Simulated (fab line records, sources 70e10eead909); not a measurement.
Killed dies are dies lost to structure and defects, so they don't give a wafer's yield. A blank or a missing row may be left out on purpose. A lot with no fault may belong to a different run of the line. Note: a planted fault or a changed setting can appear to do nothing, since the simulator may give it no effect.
A struck lot beside a sound one / flow nand-harc / 15 steps out of a route of 1159
Sound: the wafers L695.2, L695.3, L695.5. Wafers L703.3, L703.4, L703.5 were the ones struck. The cause comes at the end.
At each step with rows: each side's tool, then ch and its chambers, then its first start. Under that, the readings that differ: sound wafers / struck wafers / difference of the means / sigmas: that difference in standard deviations of wafers without a fault.
alike: same words and numbers on both sides, and readings whose means sit less than 2 such deviations apart. not compared: any withheld reading, any reading some wafer has no value for, any bound like >300 that may hide the same value, and any number with overlapping values for which the record gives no deviation.
The two part at a step that has a row with sigmas, a row that says differs or no value, or rows on one side only. Non-overlapping numbers with no deviation appear without sigmas and do not part them. Lack of a reading on every wafer of one side parts them only where that side has two or more wafers.

first, 2 steps without rows for these wafers: NHARC_P_GATE_PEB_09 (peb time 85 s); NHARC_P_GATE_DEVELOP_10 (time 70 s).
NHARC_P_GATE_CD_MEAS_11 targets a cd of 1640 nm.
  sound on cd-sem-02 ch 0, day 5 06:55; struck on cd-sem-02 ch 0, day 7 06:28
  alike: cd-nm
then, 1 step without rows for these wafers: NHARC_P_GATE_HARDBAKE_12 (time 80 s).
NHARC_P_GATE_DESCUM_13: chemistry O2, time 3 s.
  sound on rie-diel-06 ch 0,2, day 5 07:09; struck on rie-diel-04 ch 2,3, day 7 06:37
  alike: drypump-motor-current-A, o2-flow-sccm, oes-product-au, rf-vpp-V, showerhead-plenum-p-Torr, throttle-valve-pct
  not compared: rf-hours-counter-h
then, 6 steps without rows for these wafers: NHARC_P_GATE_ETCH_14 (etches SiO2 in dHF, target depth 48.8 nm); NHARC_P_GATE_STRIP_15 (strips in SPM, time 780 s); NHARC_P_GATE_PRECLEAN_71 (cleans in SC1); NHARC_P_GATE_SRD_72; NHARC_P_GATE_OXIDE_16 (material SiO2, target thk 3 nm, ox time 392 s); NHARC_P_GATE_CVD_17 (deposits poly-Si, target thk 150 nm, time 900 s).
NHARC_P_GATE_HM_DEP_102: deposits aC, target thk 120 nm.
  sound on acl-dep-02 ch 0, day 5 21:14; struck on acl-dep-03 ch 0, day 7 18:47
  alike: throttle-valve-pct
NHARC_P_GATE_DEP_103: deposits SiON, target thk 30 nm.
  sound on pecvd-01 ch 1,2, day 5 21:47; struck on pecvd-01 ch 0,2, day 7 19:52
  alike: heater-power-w
then, 1 step without rows for these wafers: NHARC_P_GATE_DEHYDRATE_18 (time 120 s).
-- jump in the record: it breaks off in module P_GATE and resumes in module END (first step shown: number 1159 of the route), and 17 days separate the struck wafers' starts before and after --
NHARC_END_SORT_01:
  here the record holds rows for the struck wafers (prober-01 ch 0, day 24 14:47) but none for the sound ones

WHERE THEY PART
Only at NHARC_END_SORT_01, as far as this record shows.

WHY: what the simulator had put in
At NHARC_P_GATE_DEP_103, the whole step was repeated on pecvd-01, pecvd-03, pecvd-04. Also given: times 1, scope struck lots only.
